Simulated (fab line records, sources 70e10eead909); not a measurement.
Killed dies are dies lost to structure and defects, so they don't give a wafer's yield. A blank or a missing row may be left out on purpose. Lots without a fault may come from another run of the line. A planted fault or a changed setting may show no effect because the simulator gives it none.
Chamber matching | flow nand_harc | NHARC_A_M1_DEP_33 on pecvd-02: 3 sister chambers
The step deposits SiCN, target thk 30 nm. 3 wafers are shown with their chamber, then 7 later ones without.

WAFERS WITH THEIR CHAMBER
wafer  | chamber | heater_power_w (W)
L199.4 | 1       | 692
L204.2 | 2       | 639
L204.3 | 0       | 577

WAFERS WITHOUT THEIR CHAMBER
wafer  | heater_power_w (W)
L204.6 | 632
L206.3 | 568
L206.4 | 571
L206.6 | 572
L207.2 | 582
L207.4 | 668
L207.6 | 646

WHICH CHAMBER EACH WENT THROUGH
wafer  | from the rows above     | in truth
L204.6 | 2                       | 2
L206.3 | 0                       | 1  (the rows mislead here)
L206.4 | 0                       | 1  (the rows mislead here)
L206.6 | 0                       | 0
L207.2 | 0                       | 0
L207.4 | can't be placed: 1 or 2 | 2
L207.6 | 2                       | 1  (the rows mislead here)
Placed correctly: 3 of 7. Can't be placed from these rows: 1 (the true chamber is among the candidates in 1). Placed wrongly: 3.
How it was worked out, from the rows above alone: a wafer's distance from a chamber is the root of the sum, over the readings, of the square of ((its reading less the chamber's mean) divided by the reading's scatter). The wafer belongs to the nearest chamber; if the next one is less than 2 further off, it can't be placed. A chamber's mean is the mean of its shown wafers. The scatter: with one shown wafer a chamber, the root of the mean of the squares of how far each hidden wafer lies from its nearest shown one.
